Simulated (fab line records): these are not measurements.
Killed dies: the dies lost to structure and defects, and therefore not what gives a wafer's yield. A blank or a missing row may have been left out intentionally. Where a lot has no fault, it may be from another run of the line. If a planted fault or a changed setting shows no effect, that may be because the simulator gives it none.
Split-lot experiment / flow n5-finfet / 7 lots, 21 wafers read, on a route of 1938 steps

== THE SPLIT ITSELF ==
At N5_BEOL_M7_ETCH_41 (etches SiCN in CH3F/O2, target depth 31.9 nm, time 57.8 s), the setting source-w was moved away from the recipe's 395 W on 7 of the 21 wafers read, by -9.7% to +15.0%. All remaining wafers had this setting at the recipe value.

The reading comes from the split's own step.

== THE READING ==
rf-vpp-V, in V, at N5_BEOL_M7_ETCH_41 (etches SiCN in CH3F/O2, target depth 31.9 nm, time 57.8 s). A value of 297.1 V with a standard deviation of 1.8 V is what fault-free wafers of this fab line usually give.

wafer=L077.1; tool, chamber at the split=rie-diel-06, 0; source-w as run, W=454.2; against the recipe=+15.0%; rf-vpp-V, V=282.9; against lot-mates on the recipe=no lot-mate on the recipe
wafer=L077.2; tool, chamber at the split=rie-diel-06, 3; source-w as run, W=454.2; against the recipe=+15.0%; rf-vpp-V, V=286.4; against lot-mates on the recipe=no lot-mate on the recipe
wafer=L077.5; tool, chamber at the split=rie-diel-06, 0; source-w as run, W=454.2; against the recipe=+15.0%; rf-vpp-V, V=283.5; against lot-mates on the recipe=no lot-mate on the recipe
wafer=L079.2; tool, chamber at the split=rie-diel-03, 3; source-w as run, W=441.3; against the recipe=+11.7%; rf-vpp-V, V=287.7; against lot-mates on the recipe=-8.9
wafer=L079.5; tool, chamber at the split=rie-diel-03, 3; source-w as run, W=395; against the recipe=recipe; rf-vpp-V, V=296.6; against lot-mates on the recipe=-
wafer=L079.6; tool, chamber at the split=rie-diel-03, 2; source-w as run, W=395; against the recipe=recipe; rf-vpp-V, V=296.6; against lot-mates on the recipe=-
wafer=L078.1; tool, chamber at the split=rie-diel-06, 0; source-w as run, W=395; against the recipe=recipe; rf-vpp-V, V=296.3; against lot-mates on the recipe=-
wafer=L078.2; tool, chamber at the split=rie-diel-06, 3; source-w as run, W=395; against the recipe=recipe; rf-vpp-V, V=300.3; against lot-mates on the recipe=-
wafer=L078.4; tool, chamber at the split=rie-diel-06, 1; source-w as run, W=395; against the recipe=recipe; rf-vpp-V, V=295.5; against lot-mates on the recipe=-
wafer=L080.3; tool, chamber at the split=rie-diel-02, 2; source-w as run, W=395; against the recipe=recipe; rf-vpp-V, V=295.6; against lot-mates on the recipe=-
wafer=L080.4; tool, chamber at the split=rie-diel-02, 0; source-w as run, W=395; against the recipe=recipe; rf-vpp-V, V=295.3; against lot-mates on the recipe=-
wafer=L080.6; tool, chamber at the split=rie-diel-02, 3; source-w as run, W=395; against the recipe=recipe; rf-vpp-V, V=298.1; against lot-mates on the recipe=-
wafer=L085.2; tool, chamber at the split=rie-diel-03, 2; source-w as run, W=432.5; against the recipe=+9.5%; rf-vpp-V, V=287.7; against lot-mates on the recipe=-10.7
wafer=L085.5; tool, chamber at the split=rie-diel-03, 1; source-w as run, W=395; against the recipe=recipe; rf-vpp-V, V=298.4; against lot-mates on the recipe=-
wafer=L085.6; tool, chamber at the split=rie-diel-03, 0; source-w as run, W=395; against the recipe=recipe; rf-vpp-V, V=298.3; against lot-mates on the recipe=-
wafer=L092.3; tool, chamber at the split=rie-diel-02, 3; source-w as run, W=356.8; against the recipe=-9.7%; rf-vpp-V, V=309.5; against lot-mates on the recipe=+11.4
wafer=L092.4; tool, chamber at the split=rie-diel-02, 3; source-w as run, W=395; against the recipe=recipe; rf-vpp-V, V=299.3; against lot-mates on the recipe=-
wafer=L092.6; tool, chamber at the split=rie-diel-02, 0; source-w as run, W=395; against the recipe=recipe; rf-vpp-V, V=297.0; against lot-mates on the recipe=-
wafer=L094.2; tool, chamber at the split=rie-diel-06, 1; source-w as run, W=447; against the recipe=+13.2%; rf-vpp-V, V=283.4; against lot-mates on the recipe=-13.9
wafer=L094.3; tool, chamber at the split=rie-diel-06, 0; source-w as run, W=395; against the recipe=recipe; rf-vpp-V, V=298.3; against lot-mates on the recipe=-
wafer=L094.6; tool, chamber at the split=rie-diel-06, 0; source-w as run, W=395; against the recipe=recipe; rf-vpp-V, V=296.3; against lot-mates on the recipe=-

THE FIT
A straight line over all 21 wafers: rf-vpp-V changes by -0.95 V for each +1% of source-w; r = -0.97; the points scatter about the line by 1.7 V.
The same after taking each lot's own level away (the mean of its wafers on the recipe; 18 wafers): -1.02 V for each +1%; r = -0.97; scatter 1.5 V.
The reading moves by 15 V for the largest change in source-w, on that fit.
From 296.33 to 298.35 V: that is the span of the lots' own levels, equal to 1.1 times the standard deviation above.
The two slopes are in agreement: the lot-to-lot level therefore moves the slope only a little.
Check: -12.8 V against its lot-mates is what the line predicts for one of the wafers moved furthest among these (+13.2%) when that wafer is left out of the fit. Against them it came out at -13.9 V.
Tool readings at the split's step, against how far the setting was moved: rf-vpp-V r = -0.97.

== OTHER SPLITS ON THESE WAFERS ==
Before the reading, these wafers also passed through other splits. Each is held against what the fit with the lots' levels taken away leaves over:
other split on the same wafers=N5_BEOL_M7_TRENCH_ETCH_37 bias-w; wafers away from the commonest value=8; r with rf-vpp-V (lot level and that fit taken away)=+0.08

== THE FILE'S OWN FIT ==
rf-vpp-V changes by -1.01 V for each +1% of source-w, r = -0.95.
